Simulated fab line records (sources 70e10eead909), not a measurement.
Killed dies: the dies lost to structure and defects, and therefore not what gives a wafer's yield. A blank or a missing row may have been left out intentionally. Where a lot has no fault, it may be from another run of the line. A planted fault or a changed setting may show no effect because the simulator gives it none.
The tool behind it: which one?    flow nand-harc    6 lots with 18 wafers sampled at 4 steps, on a route of 1302 steps

== WHAT THE GAUGES READ, wafer by wafer ==
NHARC_END_SORT_01.
lot   measured      on         killed-at-periphery
L787  day 26 10:28  prober-02  1 3 1
L792  day 28 07:16  prober-02  1 6 69
L794  day 29 06:25  prober-02  3 1 5
L800  day 31 10:31  prober-02  1 2 4
L802  day 32 04:37  prober-02  5 6 8
L804  day 33 04:02  prober-01  1 2 2

== EACH LOT AND THE TOOL THAT RAN IT (in order: tool; ch and the chambers of the sampled wafers; start) ==
lot   NHARC_P_BONDPAD_ETCH_37             NHARC_THIN_TSV_PVD_19                    NHARC_THIN_TSV_PVD_51
L787  rie-diel-11 ch 0,3, day 8 16:25     pvd-sputter-02, day 26 10:28 or earlier  pvd-sputter-02, day 26 10:28 or earlier
L792  rie-diel-06 ch 1,2, day 11 00:56    pvd-sputter-03, day 28 07:16 or earlier  pvd-sputter-03, day 28 07:16 or earlier
L794  rie-diel-02 ch 0,3, day 11 11:53    pvd-sputter-03, day 29 06:25 or earlier  pvd-sputter-03, day 29 06:25 or earlier
L800  rie-diel-11 ch 2,3, day 13 23:44    pvd-sputter-02, day 31 10:31 or earlier  pvd-sputter-02, day 31 10:31 or earlier
L802  rie-diel-06 ch 0,1, day 14 22:24    pvd-sputter-02, day 32 04:37 or earlier  pvd-sputter-02, day 32 04:37 or earlier
L804  rie-diel-02 ch 1,2,3, day 15 21:40  pvd-sputter-03, day 33 04:02 or earlier  pvd-sputter-03, day 33 04:02 or earlier
- NHARC_P_BONDPAD_ETCH_37: etches the open film in N2/H2, target depth 60 nm, overetch 18 nm, time 65.91 s.
- NHARC_THIN_TSV_PVD_19: deposits TaN, target thk 20 nm.
- NHARC_THIN_TSV_PVD_51: deposits Cu, target thk 100 nm.

== THE ANSWER, worked out from the rows above alone ==
Rule: the lots themselves supply what counts as usual. Put in order of their means at a reading, lots are off if they are a third of the lots or fewer, leave a main group of 4 or more, and stand apart from it by a gap of 3 or more times the standard deviation of the main group's means; of several such gaps the widest counts. The tables above print the reading to a certain number of digits; a main group whose means all agree to those digits is not used. Also off: a lot with no number at a reading for which 4 or more lots have one. Where the step has rows for the other lots, those lots are counted as sound.
Off: L792 (NHARC_END_SORT_01, killed-at-periphery). Main group: mean 3.0, sd 1.7.
If a tool, at a process step before that reading, ran all the lots that are off and no sound lot after the first of them, it fits. The gauges at NHARC_END_SORT_01 are tried like those tools. NHARC_THIN_TSV_PVD_19: start missing for some lots; hours and lot order therefore follow NHARC_END_SORT_01. NHARC_THIN_TSV_PVD_51: start missing for some lots; hours and lot order therefore follow NHARC_END_SORT_01. None of those tried fits.

== WHAT THE SIMULATOR HAD INSERTED ==
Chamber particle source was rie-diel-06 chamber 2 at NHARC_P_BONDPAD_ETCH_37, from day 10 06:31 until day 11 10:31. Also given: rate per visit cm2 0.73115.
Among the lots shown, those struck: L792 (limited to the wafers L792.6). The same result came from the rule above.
